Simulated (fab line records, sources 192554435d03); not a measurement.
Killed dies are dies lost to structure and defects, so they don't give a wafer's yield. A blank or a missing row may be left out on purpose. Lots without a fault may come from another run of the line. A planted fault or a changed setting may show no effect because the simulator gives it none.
Which tool did it? | flow n5_finfet | 11 lots, 33 wafers sampled, at 3 steps of a route of 1938

WHAT THE GAUGES READ, wafer by wafer
N5_BEOL_M9_INSPECT_13: inspects for defects (brightfield). Usual: raw_defect_count 388, standard deviation 81.
lot  | measured     | on                | raw_defect_count | flag
L281 | day 11 08:22 | defect_inspect-01 | 328 403 379      |
L283 | day 13 04:32 | defect_inspect-01 | 505 515 509      |
L284 | day 13 09:08 | defect_inspect-02 | 718 521 413      |
L289 | day 13 18:21 | defect_inspect-01 | 473 471 426      |
L287 | day 14 05:13 | defect_inspect-02 | 445 425 385      |
L288 | day 15 02:02 | defect_inspect-02 | 393 475 404      |
L296 | day 16 04:49 | defect_inspect-01 | 399 254 396      |
L299 | day 16 04:59 | defect_inspect-01 | 318 303 473      |
L295 | day 16 05:09 | defect_inspect-02 | 318 351 347      |
L303 | day 17 20:20 | defect_inspect-02 | 393 409 336      |
L301 | day 17 20:36 | defect_inspect-01 | 394 374 534      |

N5_BEOL_M9_INSPECT_30: inspects for defects (brightfield). Usual: raw_defect_count 374, standard deviation 79.
lot  | measured     | on                | raw_defect_count | flag
L281 | day 11 11:13 | defect_inspect-02 | 302 369 333      |
L283 | day 13 07:47 | defect_inspect-02 | 458 444 454      |
L284 | day 13 10:20 | defect_inspect-02 | 727 494 405      |
L289 | day 13 19:23 | defect_inspect-01 | 490 436 443      |
L287 | day 14 07:36 | defect_inspect-02 | 435 421 377      |
L288 | day 15 03:02 | defect_inspect-02 | 352 509 417      |
L296 | day 16 06:03 | defect_inspect-02 | 341 246 362      |
L299 | day 16 07:04 | defect_inspect-02 | 266 257 390      |
L295 | day 16 07:14 | defect_inspect-02 | 323 360 396      |
L303 | day 17 21:53 | defect_inspect-02 | 378 402 330      |
L301 | day 17 21:51 | defect_inspect-01 | 375 374 504      |

WHICH TOOL RAN EACH LOT (tool, then ch and the chambers of the sampled wafers, then the start)
lot  | N5_BEOL_M9_COAT_22
L281 | litho_track-01 ch 0, day 11 10:52
L283 | litho_track-04 ch 0, day 13 07:14
L284 | litho_track-03 ch 0, day 13 09:59
L289 | litho_track-03 ch 0, day 13 18:55
L287 | litho_track-03 ch 0, day 14 07:08
L288 | litho_track-01 ch 0, day 15 02:34
L296 | litho_track-04 ch 0, day 16 05:30
L299 | litho_track-03 ch 0, day 16 06:35
L295 | litho_track-04 ch 0, day 16 06:38
L303 | litho_track-03 ch 0, day 17 21:31
L301 | litho_track-01 ch 0, day 17 21:22
- N5_BEOL_M9_COAT_22: resist thk 30 nm.

WHAT THE TOOLS THEMSELVES READ (means of the sampled wafers that have a number; where no wafer has one, the mark that the record gives instead)
N5_BEOL_M9_COAT_22. Usual: spin_speed_rpm 1500.1 rpm, standard deviation 0.86.
lot  | tool           | spin_speed_rpm (rpm) | flag
L281 | litho_track-01 | 1500.4               |
L283 | litho_track-04 | 1500.1               |
L284 | litho_track-03 | 1500.8               |
L289 | litho_track-03 | 1499.7               |
L287 | litho_track-03 | 1498.9               |
L288 | litho_track-01 | 1499.7               |
L296 | litho_track-04 | 1583.3               | OFF
L299 | litho_track-03 | 1499.7               |
L295 | litho_track-04 | 1583.2               | OFF
L303 | litho_track-03 | 1499.6               |
L301 | litho_track-01 | 1499.5               |

THE ANSWER, worked out from the rows above alone
Rule: a lot is off if the mean of its wafers that have a number lies more than 3 standard deviations from the usual mean. A lot without any number at a reading at which 4 lots or more have one is off too. The other lots that the step has rows for count as sound. The gauges are gone through in route order, then the tools' own readings, and for those a lot's mean is taken as printed above. The first step at which some lot is off is used, and at that step the reading that is off furthest; a lot without a number counts as furthest.
Off: L296, L295, at N5_BEOL_M9_COAT_22 (spin_speed_rpm).
A tool fits if, at that step or a process step before it, it ran every lot that is off, and no sound lot after the first of them. One fits: litho_track-04 at N5_BEOL_M9_COAT_22. Its last sound lot is L283 (day 13 07:14), its first lot that is off L296 (day 16 05:30): a fault that began between those two fits.
The tool's own readings at N5_BEOL_M9_COAT_22 bear it out: on the lots that are off they differ by more than 5 times the standard deviation of the sound lots' means. spin_speed_rpm reads 1583.2 rpm there against 1499.8 rpm on the sound lots.

WHAT THE SIMULATOR HAD PUT IN
Process parameter drift: litho_track-04, from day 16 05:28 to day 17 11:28, at N5_BEOL_M9_COAT_22. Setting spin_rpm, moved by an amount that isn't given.
Lots struck among those shown: L296, L295. The rule above found the same.
